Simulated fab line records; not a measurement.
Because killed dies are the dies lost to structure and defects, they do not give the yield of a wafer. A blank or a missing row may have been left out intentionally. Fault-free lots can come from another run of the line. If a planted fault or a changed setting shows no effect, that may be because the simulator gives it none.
Chamber matching || flow n5Finfet || N5_SD_EPI_N_ETCH_35 on rieDiel-01 has 4 sister chambers
The step etches SOC in N2/H2, overetch 108 nm, time 486 s. 16 wafers are shown with their chamber, then 8 later ones without.

WAFERS PAIRED WITH THEIR CHAMBERS
{"wafer": "L080.2", "chamber": 2, "oesProductAu (a.u.)": 0.64, "drypumpMotorCurrentA (A)": 5.7, "rfVppV (V)": 240.9}
{"wafer": "L080.3", "chamber": 3, "oesProductAu (a.u.)": 0.84, "drypumpMotorCurrentA (A)": 5.5, "rfVppV (V)": 238.4}
{"wafer": "L080.4", "chamber": 1, "oesProductAu (a.u.)": 0.70, "drypumpMotorCurrentA (A)": 5.5, "rfVppV (V)": 242.9}
{"wafer": "L081.1", "chamber": 1, "oesProductAu (a.u.)": 0.70, "drypumpMotorCurrentA (A)": 5.4, "rfVppV (V)": 242.6}
{"wafer": "L081.2", "chamber": 2, "oesProductAu (a.u.)": 0.64, "drypumpMotorCurrentA (A)": 5.7, "rfVppV (V)": 240.2}
{"wafer": "L081.3", "chamber": 3, "oesProductAu (a.u.)": 0.84, "drypumpMotorCurrentA (A)": 5.5, "rfVppV (V)": 238.6}
{"wafer": "L081.4", "chamber": 0, "oesProductAu (a.u.)": 0.80, "drypumpMotorCurrentA (A)": 5.7, "rfVppV (V)": 242.7}
{"wafer": "L081.5", "chamber": 2, "oesProductAu (a.u.)": 0.64, "drypumpMotorCurrentA (A)": 5.7, "rfVppV (V)": 242.3}
{"wafer": "L081.6", "chamber": 1, "oesProductAu (a.u.)": 0.71, "drypumpMotorCurrentA (A)": 5.5, "rfVppV (V)": 242.4}
{"wafer": "L085.1", "chamber": 2, "oesProductAu (a.u.)": 0.64, "drypumpMotorCurrentA (A)": 5.7, "rfVppV (V)": 242.2}
{"wafer": "L085.2", "chamber": 3, "oesProductAu (a.u.)": 0.83, "drypumpMotorCurrentA (A)": 5.5, "rfVppV (V)": 240.4}
{"wafer": "L085.3", "chamber": 1, "oesProductAu (a.u.)": 0.70, "drypumpMotorCurrentA (A)": 5.5, "rfVppV (V)": 240.9}
{"wafer": "L085.4", "chamber": 3, "oesProductAu (a.u.)": 0.82, "drypumpMotorCurrentA (A)": 5.5, "rfVppV (V)": 240.3}
{"wafer": "L085.5", "chamber": 2, "oesProductAu (a.u.)": 0.63, "drypumpMotorCurrentA (A)": 5.7, "rfVppV (V)": 242.6}
{"wafer": "L085.6", "chamber": 1, "oesProductAu (a.u.)": 0.70, "drypumpMotorCurrentA (A)": 5.5, "rfVppV (V)": 242.1}
{"wafer": "L086.1", "chamber": 3, "oesProductAu (a.u.)": 0.82, "drypumpMotorCurrentA (A)": 5.5, "rfVppV (V)": 241.8}

SIGNATURES (means of the wafers above)
{"reading": "oesProductAu", "chamber 0": 0.8000, "chamber 1": 0.7020, "chamber 2": 0.6380, "chamber 3": 0.8300, "scatter within a chamber": 0.00683}
{"reading": "drypumpMotorCurrentA", "chamber 0": 5.700, "chamber 1": 5.480, "chamber 2": 5.700, "chamber 3": 5.500, "scatter within a chamber": 0.0258}
{"reading": "rfVppV", "chamber 0": 242.700, "chamber 1": 242.180, "chamber 2": 241.640, "chamber 3": 239.900, "scatter within a chamber": 1.1}
Rule: for each reading, subtract the chamber's mean from the wafer's reading, divide by that reading's scatter and square the result; add these up over the readings and take the root, which gives the wafer's distance from the chamber. If the next closest chamber is less than 2 further off than the closest, the wafer can't be placed; otherwise it belongs to the closest. The scatter: take each reading less its chamber's mean, square it, sum over the shown wafers, divide by the number of wafers less the number of chambers, and take the root.

WAFERS WITHOUT THEIR CHAMBER
{"wafer": "L086.2", "oesProductAu (a.u.)": 0.70, "drypumpMotorCurrentA (A)": 5.5, "rfVppV (V)": 240.1}
{"wafer": "L086.3", "oesProductAu (a.u.)": 0.64, "drypumpMotorCurrentA (A)": 5.7, "rfVppV (V)": 241.5}
{"wafer": "L087.1", "oesProductAu (a.u.)": 0.64, "drypumpMotorCurrentA (A)": 5.7, "rfVppV (V)": 241.2}
{"wafer": "L087.2", "oesProductAu (a.u.)": 0.79, "drypumpMotorCurrentA (A)": 5.8, "rfVppV (V)": 243.7}
{"wafer": "L087.5", "oesProductAu (a.u.)": 0.69, "drypumpMotorCurrentA (A)": 5.5, "rfVppV (V)": 242.4}
{"wafer": "L096.1", "oesProductAu (a.u.)": 0.61, "drypumpMotorCurrentA (A)": 5.7, "rfVppV (V)": 242.1}
{"wafer": "L096.3", "oesProductAu (a.u.)": 0.78, "drypumpMotorCurrentA (A)": 5.5, "rfVppV (V)": 239.6}
{"wafer": "L096.4", "oesProductAu (a.u.)": 0.76, "drypumpMotorCurrentA (A)": 5.7, "rfVppV (V)": 241.4}

CHAMBER TAKEN BY EACH
{"wafer": "L086.2", "from the rows above": 1, "in truth": 1}
{"wafer": "L086.3", "from the rows above": 2, "in truth": 2}
{"wafer": "L087.1", "from the rows above": 2, "in truth": 2}
{"wafer": "L087.2", "from the rows above": 0, "in truth": 0}
{"wafer": "L087.5", "from the rows above": 1, "in truth": 1}
{"wafer": "L096.1", "from the rows above": 2, "in truth": 2}
{"wafer": "L096.3", "from the rows above": "can't be placed: 3 or 0", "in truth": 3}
{"wafer": "L096.4", "from the rows above": 0, "in truth": 0}
Placed correctly: 7 of 8. Not placeable from these rows: 1 (in 1, the candidates include the true chamber). Wrongly placed: 0.
